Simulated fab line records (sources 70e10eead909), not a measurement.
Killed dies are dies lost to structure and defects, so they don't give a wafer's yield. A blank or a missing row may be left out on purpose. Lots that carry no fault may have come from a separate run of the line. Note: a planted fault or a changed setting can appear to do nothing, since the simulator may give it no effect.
fab line records + flow nandHarc
[record]
- lots = 13
- wafers = 39
- lastDay = 33
route steps=1302 shown A_M1@1191 A_BONDPAD@1227 THIN_TSV@1250 END@1302
lots with no fault: from the same line, run without faults
startH: the number of hours between the record's first day and the start of the first shown wafer of the lot + waitH: time in hours since the lot's previous step + " identical to the entry in the row above + L1.1+2: a row that stands for several wafers + - no value, or no start given + * or withheld: withheld + < > ~ a bound
route shown NAME@n: names a module that has steps shown in the file, with the first one's number in the route + usual: the fault-free wafers' mean and standard deviation + same: alike in all rows + chamber/n: place in a boat + sites: each site's reading + _std_site: their standard deviation + _edge_site: mean of outer sites minus mean of inner sites + radiusMm: for every site, how far away it sits from the centre of the wafer + mask NAME#n: copy n + behind: tool/chamber where the wafer was last shaped + hold: cause of the lot's hold/its duration in hours/its outcome + device: names the non-switching transistor (n, p or np) + end of line: the route-end tests of the same wafers + a step given without rows: its recipe and nothing more + killed: at the first sort, the dies lost to defects and structure; wafer yield is something else + map: dies across one wafer; x = killed, . = not, _ = none there
set.NAME: the setting the step ran with; set.NAME@STEP: the setting that earlier step ran with + model.NAME: the simulator's own value behind a step, which no gauge read
one table for each step of the route and one row for each wafer, over a sample of lots
services: the hour from which a tool's chamber was out of use, counted from the record's first day as startH (under 0 if before that day), plus the number of hours and why
[[steps]]
[step NHARC_A_M1_PVD_20]
[recipe]
- targetThkA = 50
- biasV = 168.6
- powerW = 15000
- chamberPressurePa = 0.12
- timeS = 8.06
- substrateTempC = 50
- material = TaN
[usual]
- chamberPressurePa = 0.12002/0.00021
- throttleValvePct = 30.7/0.86
| lot.wafer | tool          | chamber | startH | waitH | chamberPressurePa | throttleValvePct |
|-----------|---------------|---------|--------|-------|-------------------|------------------|
| L227.1    | pvdSputter-01 | -       | 526.31 | -     | 0.12019           | 30.8             |
| L227.4    | "             | -       | "      | "     | 0.12024           | 30.4             |
| L227.5    | "             | -       | "      | "     | 0.12003           | 30.6             |
| L229.2    | pvdSputter-03 | -       | 540.50 | -     | 0.11971           | 30.5             |
| L229.4    | "             | -       | "      | "     | 0.12056           | 30.5             |
| L229.3    | "             | -       | "      | "     | 0.12003           | 30.8             |
| L231.1    | pvdSputter-03 | -       | 566.30 | -     | 0.11987           | 31.0             |
| L231.3    | "             | -       | "      | "     | 0.11992           | 30.6             |
| L231.5    | "             | -       | "      | "     | 0.12006           | 30.5             |
| L233.4    | pvdSputter-03 | -       | 613.61 | -     | 0.1195            | 31.1             |
| L233.6    | "             | -       | "      | "     | 0.11993           | 31.7             |
| L233.5    | "             | -       | "      | "     | 0.11966           | 30.9             |
| L237.2    | pvdSputter-03 | -       | 625.77 | -     | 0.12021           | 31.0             |
| L237.3    | "             | -       | "      | "     | 0.12              | 30.5             |
| L237.6    | "             | -       | "      | "     | 0.12023           | 30.4             |
| L239.1    | pvdSputter-01 | -       | 641.83 | -     | 0.1202            | 29.8             |
| L239.4    | "             | -       | "      | "     | 0.12009           | 31.8             |
| L239.6    | "             | -       | "      | "     | 0.1203            | 29.7             |
| L238.2    | pvdSputter-03 | -       | 647.15 | -     | 0.11973           | 30.9             |
| L238.3    | "             | -       | "      | "     | 0.11983           | 30.7             |
| L238.4    | "             | -       | "      | "     | 0.1199            | 30.4             |
| L244.1    | pvdSputter-01 | -       | 691.37 | -     | 0.12016           | 31.0             |
| L244.4    | "             | -       | "      | "     | 0.11982           | 31.9             |
| L244.3    | "             | -       | "      | "     | 0.11977           | 29.7             |
| L247.4    | pvdSputter-01 | -       | 713.10 | -     | 0.12027           | 30.8             |
| L247.1    | "             | -       | "      | "     | 0.12013           | 31.9             |
| L247.5    | "             | -       | "      | "     | 0.12005           | 31.8             |
| L245.1    | pvdSputter-03 | -       | 715.14 | -     | 0.12015           | 31.2             |
| L245.2    | "             | -       | "      | "     | 0.12011           | 30.5             |
| L245.5    | "             | -       | "      | "     | 0.12022           | 32.1             |
| L246.3    | pvdSputter-01 | -       | 741.31 | -     | 0.12024           | 30.0             |
| L246.5    | "             | -       | "      | "     | 0.11983           | 31.7             |
| L246.6    | "             | -       | "      | "     | 0.12009           | 29.7             |
| L248.2    | pvdSputter-01 | -       | 748.98 | -     | 0.12003           | 30.8             |
| L248.6    | "             | -       | "      | "     | 0.1197            | 29.8             |
| L248.5    | "             | -       | "      | "     | 0.11987           | 29.6             |
| L250.1    | pvdSputter-03 | -       | 758.85 | -     | 0.11999           | 31.1             |
| L250.4    | "             | -       | "      | "     | 0.12022           | 30.3             |
| L250.5    | "             | -       | "      | "     | 0.1201            | 32.3             |
[step NHARC_A_BONDPAD_PVD_17]
[recipe]
- targetThkA = 50
- biasV = 168.6
- powerW = 15000
- chamberPressurePa = 0.12
- timeS = 8.06
- substrateTempC = 50
- material = TaN
[usual]
- chamberPressurePa = 0.12001/0.00027
- throttleValvePct = 30.5/0.92
| lot.wafer | tool          | chamber | startH | waitH | chamberPressurePa | throttleValvePct |
|-----------|---------------|---------|--------|-------|-------------------|------------------|
| L227.1    | pvdSputter-01 | -       | -      | -     | 0.12031           | 32.3             |
| L227.4    | "             | -       | "      | "     | 0.11985           | 29.2             |
| L227.5    | "             | -       | "      | "     | 0.11991           | 30.1             |
| L229.2    | pvdSputter-01 | -       | -      | -     | 0.11972           | 30.6             |
| L229.3    | "             | -       | "      | "     | 0.12031           | 32.8             |
| L229.4    | "             | -       | "      | "     | 0.11998           | 30.2             |
| L231.1    | pvdSputter-02 | -       | -      | -     | 0.1197            | 31.4             |
| L231.3    | "             | -       | "      | "     | 0.12008           | 29.2             |
| L231.5    | "             | -       | "      | "     | 0.11976           | 31.4             |
| L233.4    | pvdSputter-01 | -       | -      | -     | 0.11998           | 31.6             |
| L233.5    | "             | -       | "      | "     | 0.1198            | 30.0             |
| L233.6    | "             | -       | "      | "     | 0.12031           | 30.9             |
| L237.2    | pvdSputter-02 | -       | -      | -     | 0.11985           | 29.2             |
| L237.3    | "             | -       | "      | "     | 0.1203            | 31.3             |
| L237.6    | "             | -       | "      | "     | 0.12058           | 31.5             |
| L239.4    | pvdSputter-02 | -       | -      | -     | 0.12045           | 29.3             |
| L239.1    | "             | -       | "      | "     | 0.11948           | 29.1             |
| L239.6    | "             | -       | "      | "     | 0.12              | 28.9             |
| L238.4    | pvdSputter-03 | -       | -      | -     | 0.12024           | 31.2             |
| L238.3    | "             | -       | "      | "     | 0.12007           | 30.4             |
| L238.2    | "             | -       | "      | "     | 0.11972           | 30.4             |
| L244.1    | pvdSputter-01 | -       | -      | -     | 0.11951           | 31.6             |
| L244.3    | "             | -       | "      | "     | 0.12006           | 29.7             |
| L244.4    | "             | -       | "      | "     | 0.1203            | 29.9             |
| L247.1    | pvdSputter-01 | -       | -      | -     | 0.12015           | 29.4             |
| L247.4    | "             | -       | "      | "     | 0.12008           | 31.0             |
| L247.5    | "             | -       | "      | "     | 0.1197            | 31.7             |
| L245.2    | pvdSputter-01 | -       | -      | -     | 0.11963           | 31.9             |
| L245.1    | "             | -       | "      | "     | 0.11999           | 29.7             |
| L245.5    | "             | -       | "      | "     | 0.11947           | 31.6             |
| L246.3    | pvdSputter-03 | -       | -      | -     | 0.11965           | 30.4             |
| L246.5    | "             | -       | "      | "     | 0.12016           | 30.2             |
| L246.6    | "             | -       | "      | "     | 0.11984           | 30.5             |
| L248.2    | pvdSputter-03 | -       | -      | -     | 0.12              | 31.0             |
| L248.5    | "             | -       | "      | "     | 0.12056           | 32.3             |
| L248.6    | "             | -       | "      | "     | 0.11983           | 30.8             |
| L250.4    | pvdSputter-02 | -       | -      | -     | 0.11994           | 30.7             |
| L250.1    | "             | -       | "      | "     | 0.11992           | 29.8             |
| L250.5    | "             | -       | "      | "     | 0.12032           | 29.5             |
[step NHARC_A_BONDPAD_PVD_27]
[recipe]
- targetThkA = 300
- chamberPressurePa = 5
- powerW = 5000
- substrateTempC = 30
- timeS = 20.49
- material = Cu
[usual]
- chamberPressurePa = 5.001/0.01
- throttleValvePct = 30.4/0.89
| lot.wafer | tool          | chamber | startH | waitH | chamberPressurePa | throttleValvePct |
|-----------|---------------|---------|--------|-------|-------------------|------------------|
| L227.1    | pvdSputter-01 | -       | -      | -     | 4.996             | 30.7             |
| L227.4    | "             | -       | "      | "     | 4.998             | 29.2             |
| L227.5    | "             | -       | "      | "     | 4.984             | 30.7             |
| L229.3    | pvdSputter-01 | -       | -      | -     | 4.999             | 29.6             |
| L229.4    | "             | -       | "      | "     | 4.983             | 30.5             |
| L229.2    | "             | -       | "      | "     | 5.003             | 32.7             |
| L231.1    | pvdSputter-02 | -       | -      | -     | 5.003             | 29.3             |
| L231.3    | "             | -       | "      | "     | 4.999             | 31.5             |
| L231.5    | "             | -       | "      | "     | 4.994             | 30.5             |
| L233.4    | pvdSputter-01 | -       | -      | -     | 4.977             | 31.7             |
| L233.5    | "             | -       | "      | "     | 4.971             | 29.5             |
| L233.6    | "             | -       | "      | "     | 5.002             | 29.6             |
| L237.2    | pvdSputter-02 | -       | -      | -     | 4.994             | 30.2             |
| L237.3    | "             | -       | "      | "     | 4.998             | 29.6             |
| L237.6    | "             | -       | "      | "     | 5.001             | 30.3             |
| L239.4    | pvdSputter-02 | -       | -      | -     | 4.991             | 29.3             |
| L239.1    | "             | -       | "      | "     | 5.008             | 31.3             |
| L239.6    | "             | -       | "      | "     | 4.987             | 29.1             |
| L238.3    | pvdSputter-03 | -       | -      | -     | 4.994             | 31.2             |
| L238.4    | "             | -       | "      | "     | 4.982             | 30.4             |
| L238.2    | "             | -       | "      | "     | 5.004             | 31.6             |
| L244.3    | pvdSputter-01 | -       | -      | -     | 5.009             | 31.8             |
| L244.1    | "             | -       | "      | "     | 4.984             | 29.6             |
| L244.4    | "             | -       | "      | "     | 5.002             | 30.8             |
| L247.4    | pvdSputter-01 | -       | -      | -     | 5.016             | 29.5             |
| L247.1    | "             | -       | "      | "     | 4.991             | 31.1             |
| L247.5    | "             | -       | "      | "     | 5.008             | 29.7             |
| L245.2    | pvdSputter-01 | -       | -      | -     | 5.001             | 30.8             |
| L245.1    | "             | -       | "      | "     | 5.015             | 31.6             |
| L245.5    | "             | -       | "      | "     | 5.009             | 29.7             |
| L246.3    | pvdSputter-03 | -       | -      | -     | 4.994             | 32.1             |
| L246.6    | "             | -       | "      | "     | 5.013             | 30.5             |
| L246.5    | "             | -       | "      | "     | 5.001             | 30.6             |
| L248.2    | pvdSputter-03 | -       | -      | -     | 5.001             | 30.3             |
| L248.6    | "             | -       | "      | "     | 5.021             | 31.3             |
| L248.5    | "             | -       | "      | "     | 5.003             | 30.6             |
| L250.1    | pvdSputter-02 | -       | -      | -     | 4.989             | 29.4             |
| L250.4    | "             | -       | "      | "     | 4.983             | 29.5             |
| L250.5    | "             | -       | "      | "     | 4.988             | 29.5             |
[step NHARC_THIN_TSV_DEP_43]
[recipe]
- targetThkA = 13285
- tempC = withheld
- pressureTorr = 6.5
- rfW = 900
- teosFlowSccm = 161.4
- flowSccm = 2650
- targetThkNm = 1328.5
- gas = O2
- material = SiO2
[usual]
- throttleValvePct = 16.1/0.39
| lot.wafer | tool     | chamber | startH | waitH | throttleValvePct |
|-----------|----------|---------|--------|-------|------------------|
| L227.1    | pecvd-03 | 0       | 544.02 | -     | 16.4             |
| L227.5    | "        | 0       | "      | "     | 16.2             |
| L227.4    | "        | 1       | "      | "     | 16.6             |
| L229.3    | pecvd-04 | 0       | 558.58 | -     | 15.7             |
| L229.2    | "        | 1       | "      | "     | 16.8             |
| L229.4    | "        | 1       | "      | "     | 16.6             |
| L231.1    | pecvd-04 | 1       | 584.20 | -     | 16.5             |
| L231.3    | "        | 0       | "      | "     | 15.7             |
| L231.5    | "        | 2       | "      | "     | 16.6             |
| L233.5    | pecvd-03 | 1       | 631.17 | -     | 16.3             |
| L233.6    | "        | 2       | "      | "     | 15.9             |
| L233.4    | "        | 0       | "      | "     | 15.6             |
| L237.3    | pecvd-03 | 2       | 643.62 | -     | 15.8             |
| L237.2    | "        | 1       | "      | "     | 16.2             |
| L237.6    | "        | 1       | "      | "     | 16.3             |
| L239.1    | pecvd-04 | 1       | 659.78 | -     | 15.9             |
| L239.4    | "        | 0       | "      | "     | 15.8             |
| L239.6    | "        | 1       | "      | "     | 15.9             |
| L238.2    | pecvd-01 | 0       | 665.19 | -     | 16.4             |
| L238.3    | "        | 2       | "      | "     | 16.4             |
| L238.4    | "        | 1       | "      | "     | 16.4             |
| L244.1    | pecvd-03 | 0       | 708.79 | -     | 15.9             |
| L244.3    | "        | 1       | "      | "     | 16.8             |
| L244.4    | "        | 2       | "      | "     | 15.9             |
| L245.2    | pecvd-01 | 1       | 730.85 | -     | 16.0             |
| L245.1    | "        | 0       | "      | "     | 16.2             |
| L245.5    | "        | 0       | "      | "     | 16.0             |
| L247.1    | pecvd-01 | 0       | 732.17 | -     | 16.2             |
| L247.4    | "        | 1       | "      | "     | 15.6             |
| L247.5    | "        | 2       | "      | "     | 15.5             |
| L246.3    | pecvd-03 | 0       | 759.46 | -     | 15.7             |
| L246.5    | "        | 2       | "      | "     | 16.0             |
| L246.6    | "        | 0       | "      | "     | 15.9             |
| L248.2    | pecvd-01 | 0       | 766.55 | -     | 16.4             |
| L248.6    | "        | 1       | "      | "     | 15.7             |
| L248.5    | "        | 2       | "      | "     | 16.0             |
| L250.1    | pecvd-03 | 1       | 776.78 | -     | 15.7             |
| L250.4    | "        | 0       | "      | "     | 15.6             |
| L250.5    | "        | 1       | "      | "     | 16.1             |
[step NHARC_END_SORT_01]
[recipe]
- tempC = 25
[usual]
- defectLimitedYield = 90.2/2.3
- killedAtArray = 62/15
- killedAtOther = 0.8/1
- killedAtPeriphery = 3.7/2.6
- killedDies = 66/15
- killedOpen = 3.1/1.8
- killedShort = 2.6/1.7
[same]
- grossDies = 677
| lot.wafer | tool      | chamber | startH | waitH | defectLimitedYield[%] | killedAtArray | killedAtOther | killedAtPeriphery | killedDies | killedOpen | killedShort |
|-----------|-----------|---------|--------|-------|-----------------------|---------------|---------------|-------------------|------------|------------|-------------|
| L237.2    | prober-02 | 0       | 660.38 | 2.8   | 81.7                  | 122           | 0             | 2                 | 124        | 2          | 1           |
| L237.3    | prober-02 | 0       | 661.18 | 3.1   | 79.6                  | 131           | 1             | 6                 | 138        | 2          | 2           |
| L237.6    | prober-02 | 0       | 663.59 | 4.0   | 82.1                  | 114           | 0             | 7                 | 121        | 2          | 5           |
| L238.2    | prober-01 | 0       | 683.11 | 2.8   | 83.9                  | 107           | 0             | 2                 | 109        | 1          | 3           |
| L238.3    | prober-01 | 0       | 683.92 | 3.1   | 79.6                  | 137           | 0             | 1                 | 138        | 0          | 2           |
| L238.4    | prober-01 | 0       | 684.72 | 3.4   | 81.7                  | 123           | 0             | 1                 | 124        | 1          | 2           |
// killed by level:class
L237.2 A_M1:unspecified=56 A_SLIT:chamberFilmFlake=39 A_CHANNEL_HOLE_D2:chamberFilmFlake=16 A_CHANNEL_HOLE_D1:chamberFilmFlake=5 A_CONTACT:chamberFilmFlake=3 A_ONON_D2:geometricParticle:open=1 A_SGD_CUT:geometricParticle:short=1 A_M0:geometricParticle:open=1
L237.3 A_M1:unspecified=87 A_SLIT:chamberFilmFlake=25 A_CHANNEL_HOLE_D2:chamberFilmFlake=7 A_CONTACT:chamberFilmFlake=6 P_M2:chamberFilmFlake=3 P_STI:chamberFilmFlake=2 P_CONTACT:geometricParticle:open=1 A_ONON_D1:geometricParticle:open=1
L237.6 A_M1:unspecified=63 A_SLIT:chamberFilmFlake=24 A_CHANNEL_HOLE_D2:chamberFilmFlake=11 A_CHANNEL_HOLE_D1:chamberFilmFlake=6 P_M2:chamberFilmFlake=3 A_CONTACT:chamberFilmFlake=3 P_STI:chamberFilmFlake=2 A_STAIRCASE:chamberFilmFlake=2
L238.2 A_M1:unspecified=55 A_CHANNEL_HOLE_D1:chamberFilmFlake=25 A_CHANNEL_HOLE_D2:chamberFilmFlake=10 A_CONTACT:chamberFilmFlake=4 A_M1:chamberFilmFlake=4 A_CHANNEL_FILL_D2:geometricParticle:short=2 A_SLIT:chamberFilmFlake=2 A_WL_FILL:chamberFilmFlake=2
L238.3 A_M1:unspecified=85 A_CHANNEL_HOLE_D1:chamberFilmFlake=23 A_CHANNEL_HOLE_D2:chamberFilmFlake=12 A_CONTACT:chamberFilmFlake=8 A_CHANNEL_FILL_D1:chamberFilmFlake=2 A_WL_FILL:chamberFilmFlake=2 A_M1:chamberFilmFlake=2 A_ONON_D2:geometricParticle:short=1
L238.4 A_M1:unspecified=59 A_CHANNEL_HOLE_D1:chamberFilmFlake=30 A_CHANNEL_HOLE_D2:chamberFilmFlake=17 A_CONTACT:chamberFilmFlake=6 A_M1:chamberFilmFlake=3 A_SLIT:chamberFilmFlake=2 A_WL_FILL:chamberFilmFlake=2 A_CHANNEL_FILL_D1:geometricParticle:short=1
[[services]]
| tool          | chamber | startH | hours | kind      |
|---------------|---------|--------|-------|-----------|
| pvdSputter-02 | -       | 505.16 | 2.7   | repair    |
| pecvd-03      | -       | 510.30 | 13.2  | repair    |
| pvdSputter-03 | -       | 525.09 | 1.0   | repair    |
| pvdSputter-03 | -       | 526.10 | 10.0  | pm        |
| pecvd-03      | -       | 547.56 | 13.0  | pm        |
| pecvd-03      | 0       | 547.56 | 13.0  | ventCycle |
| pecvd-03      | 1       | 547.56 | 13.0  | ventCycle |
| pecvd-03      | 2       | 547.56 | 13.0  | ventCycle |
| pvdSputter-03 | -       | 548.23 | 4.0   | repair    |
| pecvd-03      | 0       | 560.56 | -     | clean     |
| pvdSputter-02 | -       | 566.26 | 2.7   | repair    |
| pvdSputter-01 | -       | 584.22 | 10.0  | pm        |
| pecvd-03      | 2       | 598.88 | 3.7   | repair    |
| pvdSputter-01 | -       | 628.54 | 2.7   | repair    |
| pecvd-04      | -       | 638.13 | 13.0  | pm        |
| pvdSputter-02 | -       | 646.78 | 10.0  | pm        |
| pecvd-04      | 2       | 670.94 | 4.8   | repair    |
| pecvd-01      | -       | 673.07 | 13.0  | pm        |
| pvdSputter-03 | -       | 696.28 | 2.2   | repair    |
| pvdSputter-03 | -       | 704.16 | 10.0  | pm        |
| pecvd-03      | -       | 728.81 | 13.0  | pm        |
| pvdSputter-02 | -       | 732.28 | 1.7   | repair    |
| pvdSputter-01 | -       | 759.75 | 2.4   | repair    |
| pvdSputter-01 | -       | 762.22 | 10.0  | pm        |
[[key]]
[firstSign]
- step = NHARC_END_SORT_01
- reading = killedAtArray
- direction = up
- sigmas = 4
- usual = 62
- struck = 122
[effect]
- step = NHARC_END_SORT_01
- reading = killedDies
- direction = up
- sigmas = 3.8
- usual = 66
- struck = 126
[moreKillsBornAt]
- NHARC_A_M1_PVD_20@pvdSputter-03 = 405
metAt NHARC_A_M1_PVD_20
struckLots L237,L238
notActingAt NHARC_A_BONDPAD_PVD_17,NHARC_A_BONDPAD_PVD_27,NHARC_THIN_TSV_DEP_43
onsetBetween 613.61 625.77
[fault]
- kind = chamberParticleSource
- tool = pvdSputter-03
- chamber = -
- onsetH = 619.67
- steps = NHARC_A_M1_PVD_20
- ratePerVisitCm2 = 1.0176
- endH = 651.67
